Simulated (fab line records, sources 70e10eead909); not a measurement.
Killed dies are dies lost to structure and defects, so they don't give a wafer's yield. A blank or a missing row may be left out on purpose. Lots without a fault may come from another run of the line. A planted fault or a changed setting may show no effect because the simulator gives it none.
A struck lot beside a sound one | flow nand_harc | 20 steps out of a route of 1159
Sound: wafers L686.3, L686.5, L686.6. Struck: wafers L669.2, L669.4, L669.6. The cause comes at the end.
At each step with rows: each side's tool, then ch and its chambers, then its first start. Under that, the readings that differ: sound wafers | struck wafers | difference of the means | sigmas: that difference in standard deviations of wafers without a fault.
alike: readings whose means differ by less than 2 such deviations, and words and numbers that are the same on both sides. not compared: withheld readings, readings that some wafer has no value for, bounds like >300 that may hide the same value, and numbers for which the record gives no deviation and whose values overlap.
The two part at a step that has a row with sigmas, a row that says differs or no value, or rows on one side only. Numbers that don't overlap but have no deviation are shown without sigmas and don't part them. A reading that every wafer of one side lacks parts them only if that side has two wafers or more.

NHARC_P_ZERO_WELL_CD_MEAS_11: target cd 500 nm.
  sound on cd_sem-03 ch 0, day 6 19:17; struck on cd_sem-01 ch 0, day 2 13:14
  alike: cd_nm
then, 1 step without rows for these wafers: NHARC_P_ZERO_WELL_HARDBAKE_12 (time 65 s).
NHARC_P_ZERO_WELL_DESCUM_13: chemistry O2, time 3 s.
  sound on rie_diel-11 ch 0,1,2, day 6 19:27; struck on rie_diel-11 ch 0,1,2, day 2 13:24
  alike: drypump_motor_current_A, mfc_ar_sccm, oes_product_au, rf_vpp_V, showerhead_plenum_p_Torr, throttle_valve_pct
  not compared: rf_hours_counter_h
NHARC_P_ZERO_WELL_ETCH_65: etches the open film in N2/H2, target depth 80 nm, overetch 24 nm, time 87.88 s.
  sound on rie_diel-11 ch 1,2,3, day 6 19:32; struck on rie_diel-11 ch 0,1,3, day 2 13:29
  alike: bias_w, drypump_motor_current_A, mfc_ar_sccm, n2_flow_sccm, oes_product_au, rf_vpp_V, showerhead_plenum_p_Torr, throttle_valve_pct
  not compared: rf_hours_counter_h
NHARC_P_ZERO_WELL_ETCH_62: etches the open film in CHF3/Ar, target depth 13 nm, time 6.5 s.
  sound on rie_diel-11 ch 0,1; struck on rie_diel-11 ch 0,2,3
  alike: bias_w, drypump_motor_current_A, mfc_ar_sccm, oes_product_au, rf_vpp_V, showerhead_plenum_p_Torr, throttle_valve_pct
  not compared: rf_hours_counter_h
NHARC_P_ZERO_WELL_ETCH_63: etches the open film in HBr/Cl2, target depth 120 nm, time 40.1 s.
  sound on rie_si-02 ch 0,3, day 6 19:41; struck on rie_si-01 ch 0,1,2, day 2 13:38
  alike: bias_w, drypump_motor_current_A, hbr_flow_sccm, oes_product_au, throttle_valve_pct
  not compared: rf_hours_counter_h
then, 6 steps without rows for these wafers: NHARC_P_ZERO_WELL_STRIP_15 (strips in SPM, time 900 s); NHARC_P_ZERO_WELL_DEHYDRATE_16 (time 120 s); NHARC_P_ZERO_WELL_HMDS_17 (time 30 s); NHARC_P_ZERO_WELL_COAT_18; NHARC_P_ZERO_WELL_SOFTBAKE_19 (time 95 s); NHARC_P_ZERO_WELL_EBR_20.
NHARC_P_ZERO_WELL_EXPOSE_21: exposes mask P NWELL, target cd 720 nm.
  sound on krf_scanner-03 ch 0, day 6 20:20; struck on krf_scanner-04 ch 0, day 2 14:17
  reading              | sound                | struck               | difference | sigmas
  exposure_dose_mJ_cm2 | 22.296 22.320 22.300 | 23.514 23.528 23.514 | +1.213     | +53
  alike: mask
then, 2 steps without rows for these wafers: NHARC_P_ZERO_WELL_PEB_22 (peb time 85 s); NHARC_P_ZERO_WELL_DEVELOP_23 (time 70 s).
NHARC_P_ZERO_WELL_CD_MEAS_24: target cd 720 nm.
  sound on cd_sem-01 ch 0, day 6 20:29; struck on cd_sem-02 ch 0, day 2 14:27
  reading    | sound             | struck            | difference | sigmas
  cd_nm (nm) | 718.6 721.6 719.0 | 729.4 731.4 730.5 | +10.7      | +8
then, 1 step without rows for these wafers: NHARC_P_ZERO_WELL_HARDBAKE_25 (time 80 s).
NHARC_P_ZERO_WELL_DESCUM_26: chemistry O2, time 3 s.
  sound on rie_diel-11 ch 1,2, day 6 20:39; struck on rie_diel-11 ch 2,3, day 2 14:37
  reading                      | sound           | struck          | difference | sigmas
  model.P_ZERO_WELL.cd_nm (nm) | 718.1 721 719.4 | 729.3 731.1 730 | +10.6      |
  alike: drypump_motor_current_A, mfc_ar_sccm, oes_product_au, rf_vpp_V, showerhead_plenum_p_Torr, throttle_valve_pct
  not compared: rf_hours_counter_h
then, 1 step without rows for these wafers: NHARC_P_ZERO_WELL_IMPLANT_27.
-- the record jumps here: 17 days lie between the struck wafers' starts before and after (it left off in module P_ZERO_WELL and takes up again in module END, whose first step shown is number 1159 of the route) --
NHARC_END_SORT_01:
  the record has rows for the struck wafers here (prober-02 ch 0, day 19 19:04) and none for the sound ones

WHERE THEY PART
First at NHARC_P_ZERO_WELL_EXPOSE_21; last, within this record, at NHARC_END_SORT_01.

WHY: what the simulator had put in
Process parameter drift: krf_scanner-04, from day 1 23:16 on, at NHARC_P_ZERO_WELL_EXPOSE_21. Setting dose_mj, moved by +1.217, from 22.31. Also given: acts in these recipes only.
